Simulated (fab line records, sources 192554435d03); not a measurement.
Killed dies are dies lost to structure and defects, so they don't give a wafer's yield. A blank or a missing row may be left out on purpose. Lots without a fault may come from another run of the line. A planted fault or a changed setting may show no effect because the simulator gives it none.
fab line records | flow n5_finfet | part 1 of 2: steps 1 to 5 of 6
record lots=8 wafers=24 last_day=17
route steps=1938 shown FIN_SAQP@146 FIN_CUT@167 BEOL_M4@1111 PASSIVATION@1936
lots that met no fault: from a run of the same line without faults
start_h: hours from the record's first day to the start of the lot's first wafer shown | wait_h: hours since the lot's step before | " the same as in the row above | L1.1+2: a row that stands for several wafers | - no value, or no start given | * or withheld: withheld | < > ~ a bound
route shown NAME@n: a module of which the file shows steps, and the number in the route of the first | usual: mean/standard deviation of fault-free wafers | same: alike in all rows | chamber/n: place in a boat | sites: the reading at each site | _std_site: their standard deviation | _edge_site: outer sites' mean less inner sites' | radius_mm: how far each site lies from the wafer's centre | mask NAME#n: copy n | behind: the tool/chamber that last shaped the wafer | hold: why the lot was held/for how many hours/how that ended | device: the transistor (n, p or np) that didn't switch | end of line: the same wafers' tests at the end of the route | a step without rows: its recipe alone | killed: dies lost to structure and defects at the first sort, not the wafer's yield | map: a wafer's dies, x killed, . not, _ none there
set.NAME: the setting as run; set.NAME@STEP: as run at that earlier step | model.NAME: the simulator's own value behind a step, which no gauge read
steps of the route over a sample of lots; a table a step, a row a wafer
services: from which hour (start_h, from the record's first day; less than 0 if before it) a tool's chamber was out of use, for how many hours, and why
## steps
# step N5_FIN_SAQP_ETCH_64
# recipe chemistry=CF4 target=SiO2 target_depth_a=15 ion_energy_ev=350 pressure_mtorr=10 icp_w=800 bias_w=400 cf4_flow_sccm=80
# usual bias_w=400.0/1.1 cf4_flow_sccm=80.00/0.26 chamber_pressure_mTorr=10.000/0.0094 drypump_motor_current_A=5.5/0.4 oes_product_au=1.007/0.024 rf_fwd_power_W=784/3.9 throttle_valve_pct=21.8/0.3
# columns lot.wafer tool chamber start_h wait_h bias_w cf4_flow_sccm chamber_pressure_mTorr drypump_motor_current_A oes_product_au rf_fwd_power_W rf_hours_counter_h throttle_valve_pct
L391.1 rie_si-05 3 25.69 0.0 398.6 80.41 10.004 5.1 1.001 787 27 21.4
L391.5 " 0 " " 400.2 80.30 10.009 5.8 0.973 783 - 21.9
L391.6 " 3 " " 398.8 80.41 10.001 5.1 1.005 787 - 21.4
L396.2 rie_si-03 3 57.55 0.1 400.4 80.21 10.010 4.8 1.007 781 67 21.5
L396.3 " 2 " " 401.0 80.54 10.000 5.5 1.005 781 59 21.9
L396.6 " 0 " " 402.5 79.44 9.992 5.6 0.984 794 - 22.0
L399.1 rie_si-03 2 76.18 0.0 400.6 79.68 9.988 5.6 1.004 780 60 21.9
L399.4 " 3 " " 401.3 80.26 9.987 4.8 1.026 784 67 21.5
L399.5 " 2 " " 402.8 79.88 9.993 5.5 1.013 777 - 21.9
L403.1 rie_si-05 3 98.78 0.0 399.0 80.09 9.980 5.1 0.997 788 29 21.4
L403.3 " 1 " " 398.7 80.09 9.999 6.2 0.977 785 65 21.8
L403.4 " 2 " " 398.3 80.19 9.977 5.6 1.064 781 8 21.8
L405.3 rie_si-05 1 110.54 0.0 400.4 80.21 10.000 6.1 0.971 782 65 21.8
L405.4 " 0 " " 399.3 79.28 9.998 5.8 0.968 783 135 21.9
L405.5 " 0 " " 399.0 80.31 10.012 5.8 0.972 782 - 21.9
L407.2 rie_si-06 1 124.24 0.0 399.0 80.09 9.993 5.8 0.995 781 23 22.0
L407.5 " 3 " " 398.6 79.91 9.992 5.0 1.046 784 - 22.2
L407.6 " 0 " " 399.7 80.07 10.000 5.7 1.024 789 - 22.2
L409.1 rie_si-06 2 135.08 0.0 399.4 79.80 10.017 6.1 1.003 782 2 21.7
L409.2 " 1 " " 400.2 80.17 9.994 5.7 1.005 783 23 22.0
L409.5 " 2 " " 400.1 80.00 9.996 6.1 0.996 781 - 21.7
L410.3 rie_si-05 2 141.38 0.0 400.9 80.11 9.996 5.6 1.061 782 9 21.8
L410.4 " 0 " " 399.7 80.14 9.990 5.8 0.975 783 136 21.9
L410.6 " 1 " " 399.6 79.93 10.005 6.2 0.990 783 - 21.8
# step N5_FIN_CUT_ETCH_30
# recipe chemistry=N2/H2 target=underlayer target_depth_a=130 mask_material=CAR-EUV time_s=10.4 ion_energy_ev=200 pressure_mtorr=30 source_w=840 bias_w=150 n2_flow_sccm=200 h2_flow_sccm=200 ends=cleared
# usual bias_w=150.0/0.5 chamber_pressure_mTorr=30.007/0.029 drypump_motor_current_A=5.5/0.38 etch_rf_on_time_s=10.4/0.3 oes_product_au=0.69/0.081 rf_fwd_power_W=819.2/2.7 rf_vpp_V=524.4/2.5 showerhead_plenum_p_Torr=2.56/0.095 throttle_valve_pct=17.90/0.21
# columns lot.wafer tool chamber start_h wait_h bias_w chamber_pressure_mTorr drypump_motor_current_A etch_rf_on_time_s oes_product_au rf_fwd_power_W rf_hours_counter_h rf_vpp_V showerhead_plenum_p_Torr throttle_valve_pct
L391.1 rie_diel-04 0 26.42 0.0 150.2 30.017 5.7 10.4 0.82 817.8 4 523.0 2.50 17.71
L391.5 " 1 " " 149.8 29.977 5.0 10.9 0.60 821.4 - 523.2 2.53 18.01
L391.6 " 0 " " 150.6 30.017 5.7 10.5 0.82 815.8 - 521.7 2.50 17.70
L396.2 rie_diel-06 1 58.29 0.0 149.8 29.925 5.4 10.0 0.77 815.4 29 522.0 2.48 17.95
L396.3 " 3 " " 150.4 29.983 5.2 10.4 0.81 818.2 7 527.9 2.73 17.65
L396.6 " 2 " " 150.2 29.974 6.1 10.1 0.70 821.3 - 523.6 2.57 17.88
L399.1 rie_diel-06 0 76.92 0.0 149.6 30.015 5.6 10.1 0.67 815.6 126 526.9 2.68 18.01
L399.4 " 2 " " 150.1 30.029 6.1 10.2 0.69 823.4 97 524.4 2.57 17.86
L399.5 " 3 " " 149.0 29.980 5.2 10.4 0.78 817.2 - 527.8 2.73 17.64
L403.1 rie_diel-02 0 99.84 0.0 148.8 29.951 4.8 10.6 0.61 817.6 206 522.6 2.54 18.31
L403.3 " 2 " " 149.6 30.000 5.8 10.0 0.59 817.8 249 522.6 2.49 17.80
L403.4 " 1 " " 150.9 29.974 6.0 10.3 0.63 823.9 - 522.4 2.51 17.87
L405.3 rie_diel-04 0 111.37 0.0 149.2 29.972 5.6 10.7 0.76 820.5 33 521.2 2.49 17.75
L405.4 " 1 " " 151.5 30.008 5.0 10.9 0.60 814.9 206 524.3 2.52 18.05
L405.5 " 3 " " 150.2 30.019 5.4 10.3 0.63 819.1 - 527.7 2.65 17.91
L407.2 rie_diel-04 1 125.17 0.0 149.8 29.982 5.0 11.1 0.59 819.8 210 523.1 2.51 18.06
L407.5 " 0 " " 150.4 30.023 5.6 10.7 0.75 818.0 - 521.2 2.49 17.75
L407.6 " 1 " " 150.3 30.011 5.0 11.0 0.59 819.0 - 522.7 2.51 18.05
L409.1 rie_diel-02 2 135.95 0.0 150.1 30.001 5.8 9.9 0.88 824.8 0 521.5 2.49 17.40
L409.2 " 1 " " 150.2 30.000 6.0 10.3 0.62 820.0 188 524.5 2.51 17.87
L409.5 " 3 " " 150.2 30.052 5.7 10.1 0.79 824.7 - 529.1 2.71 18.21
L410.3 rie_diel-02 1 142.24 0.0 149.5 30.017 6.0 10.4 0.60 816.1 190 523.8 2.50 17.89
L410.4 " 3 " " 149.6 30.037 5.7 10.2 0.77 818.9 28 528.4 2.71 18.22
L410.6 " 0 " " 149.9 29.969 4.8 10.9 0.58 817.8 - 524.6 2.53 18.34
# step N5_FIN_CUT_ETCH_21
# recipe chemistry=N2/H2 target=SOC target_depth_a=2190 overetch_a=438 mask_material=SiARC temp_c=40 ion_energy_ev=100 bias_w=61 time_s=523.5 pressure_mtorr=30 source_w=850 n2_flow_sccm=200 h2_flow_sccm=200
# usual bias_w=61.01/0.19 chamber_pressure_mTorr=30.000/0.026 drypump_motor_current_A=5.5/0.38 oes_product_au=0.74/0.083 rf_fwd_power_W=848.7/2.7 rf_vpp_V=241.0/1.5 showerhead_plenum_p_Torr=2.57/0.095 throttle_valve_pct=17.85/0.21
# columns lot.wafer tool chamber start_h wait_h bias_w chamber_pressure_mTorr drypump_motor_current_A oes_product_au rf_fwd_power_W rf_hours_counter_h rf_vpp_V showerhead_plenum_p_Torr throttle_valve_pct
L391.1 rie_diel-04 0 26.48 0.0 61.24 30.017 5.7 0.89 848.3 5 238.9 2.50 17.65
L391.5 " 1 " " 60.88 30.014 5.0 0.67 849.5 - 240.5 2.53 17.96
L391.6 " 0 " " 60.96 29.954 5.6 0.90 852.0 - 241.0 2.50 17.65
L396.2 rie_diel-06 1 58.34 0.0 61.11 30.008 5.4 0.81 852.9 29 239.8 2.48 17.90
L396.3 " 3 " " 61.13 29.993 5.2 0.86 850.2 7 244.2 2.73 17.60
L396.6 " 2 " " 60.96 29.993 6.1 0.74 848.4 - 241.0 2.57 17.81
L399.1 rie_diel-06 0 76.98 0.0 61.39 29.964 5.6 0.70 840.7 126 243.0 2.68 17.97
L399.4 " 2 " " 60.75 29.966 6.1 0.74 852.0 97 240.8 2.57 17.82
L399.5 " 3 " " 61.24 30.009 5.2 0.84 851.4 - 242.9 2.73 17.61
L403.1 rie_diel-02 0 99.90 0.0 61.11 30.055 4.8 0.66 847.3 206 241.2 2.54 18.26
L403.3 " 2 " " 60.74 30.051 5.9 0.63 848.3 249 239.9 2.49 17.75
L403.4 " 1 " " 61.15 30.000 6.0 0.67 848.2 - 240.9 2.51 17.83
L405.3 rie_diel-04 0 111.43 0.0 61.28 29.982 5.6 0.82 847.6 33 239.8 2.49 17.69
L405.4 " 1 " " 60.92 29.995 5.0 0.65 846.6 206 241.4 2.52 18.02
L405.5 " 3 " " 60.76 30.008 5.4 0.68 851.1 - 242.2 2.65 17.88
L407.2 rie_diel-04 1 125.23 0.0 60.98 30.035 5.0 0.66 846.6 210 240.8 2.51 18.02
L407.5 " 0 " " 61.16 29.998 5.6 0.82 850.9 - 239.2 2.49 17.70
L407.6 " 1 " " 61.28 29.982 5.0 0.65 846.5 - 240.6 2.51 18.01
L409.1 rie_diel-02 2 136.01 0.0 60.94 30.003 5.8 0.93 840.9 0 240.2 2.49 17.34
L409.2 " 1 " " 61.17 29.968 6.0 0.66 843.8 188 239.7 2.50 17.85
L409.5 " 3 " " 61.05 30.017 5.7 0.83 846.7 - 242.7 2.71 18.17
L410.3 rie_diel-02 1 142.30 0.0 61.12 30.004 6.0 0.66 854.9 190 240.0 2.50 17.84
L410.4 " 3 " " 61.18 30.025 5.7 0.83 847.0 29 243.4 2.71 18.19
L410.6 " 0 " " 60.96 30.010 4.7 0.65 848.3 - 239.2 2.53 18.27
# step N5_FIN_CUT_CUT_ETCH_26
# recipe chemistry=CH3F/O2 target=SiNx target_depth_a=390 mask_material=SOC time_s=55.7 pressure_mtorr=30 source_w=395 bias_w=73 Ar_flow_sccm=150 CH3F_flow_sccm=30 O2_flow_sccm=20 ion_energy_ev=120
# usual bias_w=73.02/0.23 chamber_pressure_mTorr=29.999/0.026 drypump_motor_current_A=5.5/0.38 oes_o_777_au=0.80/0.094 oes_product_au=0.80/0.094 rf_fwd_power_W=391.4/1.5 rf_vpp_V=303/8.5 showerhead_plenum_p_Torr=2.02/0.063 throttle_valve_pct=16.37/0.2
# columns lot.wafer tool chamber start_h wait_h bias_w chamber_pressure_mTorr drypump_motor_current_A oes_o_777_au oes_product_au rf_fwd_power_W rf_hours_counter_h rf_vpp_V showerhead_plenum_p_Torr throttle_valve_pct
L391.1 rie_diel-04 0 26.82 0.0 72.84 30.009 5.6 0.94 0.96 390.5 5 306 1.98 16.19
L391.5 " 1 " " 72.72 29.987 5.0 0.68 0.71 390.6 - 314 1.98 16.54
L391.6 " 0 " " 72.97 29.994 5.6 0.95 0.97 392.8 - 308 1.98 16.17
L396.2 rie_diel-06 1 58.69 0.0 72.66 29.973 5.4 0.90 0.90 391.5 29 301 1.97 16.49
L396.3 " 3 " " 73.08 30.007 5.2 0.90 0.94 388.9 7 313 2.13 16.03
L396.6 " 2 " " 73.03 30.019 6.1 0.61 0.76 297.0 - 344 2.00 16.18
L399.1 rie_diel-06 0 77.32 0.0 73.04 30.056 5.6 0.76 0.77 390.1 126 294 2.10 16.39
L399.4 " 2 " " 72.88 29.985 6.1 0.60 0.75 297.8 97 345 2.00 16.19
L399.5 " 3 " " 72.76 29.979 5.2 0.89 0.92 387.5 - 314 2.13 16.02
L403.1 rie_diel-02 0 100.24 0.0 73.29 30.015 4.8 0.73 0.71 392.3 206 304 2.01 16.72
L403.3 " 2 " " 72.97 30.059 5.8 0.72 0.69 390.5 249 294 1.98 16.44
L403.4 " 1 " " 72.85 30.027 6.0 0.72 0.74 392.1 - 318 1.99 16.44
L405.3 rie_diel-04 0 111.78 0.0 73.37 30.000 5.6 0.88 0.90 391.8 33 306 1.97 16.24
L405.4 " 1 " " 73.02 29.997 5.0 0.66 0.70 389.8 206 312 1.97 16.59
L405.5 " 3 " " 72.94 30.030 5.4 0.77 0.73 390.1 - 293 2.08 16.45
L407.2 rie_diel-04 1 125.57 0.0 72.74 29.973 5.0 0.66 0.68 390.7 210 313 1.97 16.59
L407.5 " 0 " " 72.86 29.992 5.6 0.87 0.88 390.1 - 307 1.97 16.24
L407.6 " 1 " " 73.05 29.978 5.0 0.66 0.69 391.4 - 313 1.97 16.58
L409.1 rie_diel-02 2 136.35 0.0 72.85 29.957 5.8 1.05 1.00 391.4 0 294 1.98 15.99
L409.2 " 1 " " 72.93 29.987 6.0 0.70 0.73 391.4 188 317 1.98 16.47
L409.5 " 3 " " 73.03 29.989 5.7 0.92 0.91 389.7 - 298 2.10 16.38
L410.3 rie_diel-02 1 142.64 0.0 73.07 30.014 6.0 0.71 0.72 391.8 190 318 1.98 16.46
L410.4 " 3 " " 73.22 29.972 5.7 0.93 0.90 392.3 29 299 2.10 16.39
L410.6 " 0 " " 73.49 29.957 4.8 0.72 0.69 391.5 - 303 2.00 16.76
# step N5_BEOL_M4_RC_MEAS_101
# usual DIBL_N=37.5/2.5 DIBL_P=38/3.1 IOFF_N=0.19/0.059 IOFF_P=0.24/0.061 ION_N=679/16 ION_P=465/9.8 SS_N=72.0/0.8 SS_P=73.7/0.86 VT_N=248/4.5 VT_P=-249/3.5
# columns lot.wafer tool chamber start_h wait_h DIBL_N[mV/V] DIBL_P[mV/V] IOFF_N[nA/um] IOFF_P[nA/um] ION_N[uA/um] ION_P[uA/um] SS_N[mV/dec] SS_P[mV/dec] VT_N[mV] VT_P[mV]
L391.1 prober-02 0 163.35 0.0 34.1 36 0.12 0.20 659 459 70.6 72.8 254 -249
L391.5 " 0 " " 37.8 37 0.18 0.22 678 466 72.3 73.5 251 -250
L391.6 " 0 " " 39.7 40 0.23 0.27 679 459 72.7 74.2 248 -245
L396.2 prober-02 0 191.94 0.2 31.0 28 0.08 0.12 644 452 70.6 70.8 259 -255
L396.3 " 0 " " 33.5 33 0.12 0.18 679 467 69.8 72.5 253 -251
L396.6 " 0 " " 33.7 35 0.13 0.19 672 462 70.2 73.0 250 -250
L399.1 prober-01 0 237.18 0.1 34.4 35 0.10 0.16 657 453 70.8 73.2 260 -253
L399.4 " 0 " " 38.7 39 0.18 0.24 673 467 71.8 74.1 247 -249
L399.5 " 0 " " 37.1 37 0.14 0.20 651 452 71.5 73.1 252 -251
L403.1 prober-02 0 253.23 0.0 35.6 35 0.15 0.17 660 448 71.4 73.2 250 -255
L403.3 " 0 " " 34.5 34 0.14 0.17 672 453 71.0 72.5 248 -255
L403.4 " 0 " " 37.2 38 0.18 0.22 678 450 71.9 73.9 246 -250
L405.3 prober-02 0 259.21 0.3 35.8 36 0.13 0.21 659 465 71.9 73.3 256 -249
L405.4 " 0 " " 36.5 37 0.14 0.21 658 455 71.5 73.3 252 -250
L405.5 " 0 " " 38.3 38 0.19 0.27 682 471 72.0 74.3 248 -248
L407.2 prober-02 0 262.83 0.2 36.4 37 0.15 0.19 668 458 71.9 73.5 253 -251
L407.5 " 0 " " 36.4 37 0.15 0.20 679 466 72.0 73.8 252 -252
L407.6 " 0 " " 37.9 40 0.19 0.24 689 471 72.1 74.0 248 -248
L409.1 prober-02 0 284.19 0.0 34.5 35 0.14 0.21 668 462 70.9 73.5 249 -249
L409.2 " 0 " " 36.0 35 0.14 0.20 668 459 71.2 73.8 251 -250
L409.5 " 0 " " 39.9 40 0.24 0.28 696 475 71.8 74.1 244 -246
L410.3 prober-02 0 288.15 0.3 37.6 37 0.19 0.24 683 463 72.1 73.9 249 -249
L410.4 " 0 " " 35.7 34 0.16 0.21 667 462 71.5 73.3 249 -250
L410.6 " 0 " " 37.4 36 0.20 0.24 685 466 72.0 73.8 244 -250
## key
first_sign step=N5_FIN_CUT_CUT_ETCH_26 reading=rf_fwd_power_W direction=down sigmas=62 usual=* struck=*
effect step=N5_FIN_CUT_CUT_ETCH_26 reading=rf_vpp_V direction=up sigmas=4.8 usual=303 struck=344
met_at N5_FIN_CUT_CUT_ETCH_26
struck_lots L396,L399
struck_wafers L396.6,L399.4
not_acting_at N5_FIN_SAQP_ETCH_64,N5_FIN_CUT_ETCH_30,N5_FIN_CUT_ETCH_21
fault kind=process_parameter_drift tool=rie_diel-06 chamber=2 onset_h=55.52 steps=N5_FIN_CUT_CUT_ETCH_26 channel=source_w offset=-94.8 shape=step acts_in=these_recipes_only stated=395
